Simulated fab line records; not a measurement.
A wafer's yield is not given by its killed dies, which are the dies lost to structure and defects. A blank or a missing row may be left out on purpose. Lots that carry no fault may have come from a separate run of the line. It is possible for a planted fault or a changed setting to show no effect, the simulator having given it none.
One fault through the eyes of 2 desks | flow n5_finfet | only its own numbers are on each desk; what lay behind them is given at the end

## TOOL OWNER'S DESK, pecvd-03
The tool's own readings at N5_BEOL_M0_DEP_125 (deposits SiCN from 3MS/NH3, target thk 8 nm, time 14 s): means of the sampled wafers that have a number, for each lot that ran on this tool. If a lot's mean is further than 4 standard deviations from the usual mean, the lot is out of limits and carries the mark OUT (the distance appears in the brackets).
Columns: A = showerhead_plenum_p_Torr at N5_BEOL_M0_DEP_125, usual 3.655 Torr; B = showerhead_vpp_V at N5_BEOL_M0_DEP_125, usual 885 V; C = throttle_valve_pct at N5_BEOL_M0_DEP_125, usual 9.3 %
lot  | first seen here | A     | B   | C
L534 | day 6 18:16     | 3.656 | 862 | 9.3
L538 | day 7 16:19     | 3.650 | 872 | 9.1
L541 | day 8 08:27     | 3.651 | 867 | 9.2
This desk's finding: nothing out of limits on any of the 3 lots.

## METROLOGY DESK
What the gauges read, lot by lot, whatever tool the lot ran on: means of the sampled wafers that have a number. If a lot's mean is further than 4 standard deviations from the usual mean, the lot is out of limits and carries the mark OUT (the distance appears in the brackets). Shown here are 7 of its 11 readings, the ones lying furthest out on some lot.
Columns: A = M0_RS at N5_BEOL_M0_RS_MEAS_126, usual 0.530 ohm/sq; B = DIBL_N at N5_BEOL_M4_RC_MEAS_101, usual 36.4 mV/V; C = DIBL_P at N5_BEOL_M4_RC_MEAS_101, usual 36.3 mV/V; D = IOFF_N at N5_BEOL_M4_RC_MEAS_101, usual 0.163 nA/um; E = IOFF_P at N5_BEOL_M4_RC_MEAS_101, usual 0.21 nA/um; F = VT_N at N5_BEOL_M4_RC_MEAS_101, usual 249.4 mV; G = VT_P at N5_BEOL_M4_RC_MEAS_101, usual -250 mV
lot  | first seen here | A     | B    | C    | D     | E    | F     | G
L531 | day 5 23:40     | 0.527 | 35.2 | 33.9 | 0.140 | 0.17 | 252.5 | -255
L534 | day 6 18:20     | 0.539 | 36.7 | 37.3 | 0.174 | 0.20 | 247.0 | -252
L538 | day 7 16:23     | 0.502 | 34.6 | 35.1 | 0.144 | 0.18 | 253.9 | -252
L541 | day 8 08:31     | 0.550 | 37.7 | 38.4 | 0.205 | 0.26 | 245.2 | -248
L552 | day 11 08:33    | 0.519 | 36.2 | 36.1 | 0.162 | 0.22 | 248.1 | -248
L553 | day 11 11:55    | 0.536 | 36.1 | 32.5 | 0.146 | 0.17 | 250.6 | -255
This desk's finding: nothing out of limits on any of the 6 lots.

## ALL TOGETHER
The tool owner's desk saw nothing out of limits.
From the metrology desk's view, nothing was out of limits.

## WHAT WAS PUT IN BY THE SIMULATOR
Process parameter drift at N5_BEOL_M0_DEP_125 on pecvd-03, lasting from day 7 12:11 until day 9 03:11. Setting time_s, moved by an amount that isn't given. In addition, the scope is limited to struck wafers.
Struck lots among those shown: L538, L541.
